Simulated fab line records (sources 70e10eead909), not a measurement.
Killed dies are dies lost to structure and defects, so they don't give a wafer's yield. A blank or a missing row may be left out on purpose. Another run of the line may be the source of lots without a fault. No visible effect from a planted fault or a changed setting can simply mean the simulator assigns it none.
A single fault, viewed from 3 desks + flow nand harc + each desk holds nothing but its own numbers, with what lay behind them at the end

== THE DEFECT DESK ==
Lot by lot, what the route's inspections counted, given as the mean of those sampled wafers with a number. Any lot whose mean is over 4 standard deviations away from the usual mean is out of limits and marked OUT; that distance is given in the brackets.
Columns: A = raw defect count at NHARC_A_BONDPAD_INSPECT_23, usual 573; B = raw defect count at NHARC_HYBRID_BOND_INSPECT_06, usual 87
| lot  | first seen here | A   | B   |
|------|-----------------|-----|-----|
| L172 | day 22 23:55    | 469 | 134 |
| L175 | day 24 01:52    | 584 | 125 |
| L180 | day 26 22:52    | 473 | 133 |
| L185 | day 29 11:44    | 463 | 32  |
| L186 | day 29 20:42    | 476 | 35  |
| L191 | day 30 08:53    | 539 | 122 |
| L189 | day 30 09:53    | 467 | 98  |
| L190 | day 31 02:54    | 634 | 72  |
| L192 | day 31 09:07    | 840 | 78  |
| L193 | day 31 17:46    | 701 | 90  |
This desk's verdict: no lot among the 10 shows anything out of limits.

== THE TOOL OWNER'S DESK: rie si-01 ==
The tool's own readings at NHARC_THIN_TSV_ETCH_15 (target depth 3000 nm, bosch target overetch cycles 2, bosch etch step 2.8 s): means of the sampled wafers that have a number, for each lot that ran on this tool. Any lot whose mean is over 4 standard deviations away from the usual mean is out of limits and marked OUT; that distance is given in the brackets.
Columns: A = drypump motor current A at NHARC_THIN_TSV_ETCH_15, usual 5.9 A
| lot  | first seen here | A   |
|------|-----------------|-----|
| L175 | day 24 15:13    | 5.8 |
| L180 | day 27 13:33    | 5.9 |
| L185 | day 29 22:45    | 5.7 |
| L186 | day 30 13:14    | 5.7 |
| L191 | day 30 22:03    | 6.1 |
| L192 | day 32 03:26    | 5.9 |
This desk's verdict: no lot among the 6 shows anything out of limits.

== FROM THE METROLOGY DESK ==
What the gauges read, lot by lot, whatever tool the lot ran on: means of the sampled wafers that have a number. Any lot whose mean is over 4 standard deviations away from the usual mean is out of limits and marked OUT; that distance is given in the brackets.
Columns: A = cd nm at NHARC_THIN_TSV_CD_MEAS_12, usual 1000.6 nm
| lot  | first seen here | A      |
|------|-----------------|--------|
| L172 | day 23 12:10    | 1000.8 |
| L175 | day 24 14:22    | 999.9  |
| L180 | day 27 12:43    | 996.8  |
| L185 | day 29 21:56    | 1000.5 |
| L186 | day 30 12:26    | 999.7  |
| L191 | day 30 21:14    | 1001.8 |
| L189 | day 30 22:27    | 1000.4 |
| L190 | day 31 15:03    | 1000.0 |
| L192 | day 32 02:37    | 1002.2 |
| L193 | day 32 13:32    | 1000.1 |
This desk's verdict: no lot among the 10 shows anything out of limits.

== PUT TOGETHER ==
The defect desk saw nothing out of limits.
Nothing out of limits was seen by the tool owner's desk.
The metrology desk saw nothing out of limits.

== WHAT THE SIMULATOR PUT IN ==
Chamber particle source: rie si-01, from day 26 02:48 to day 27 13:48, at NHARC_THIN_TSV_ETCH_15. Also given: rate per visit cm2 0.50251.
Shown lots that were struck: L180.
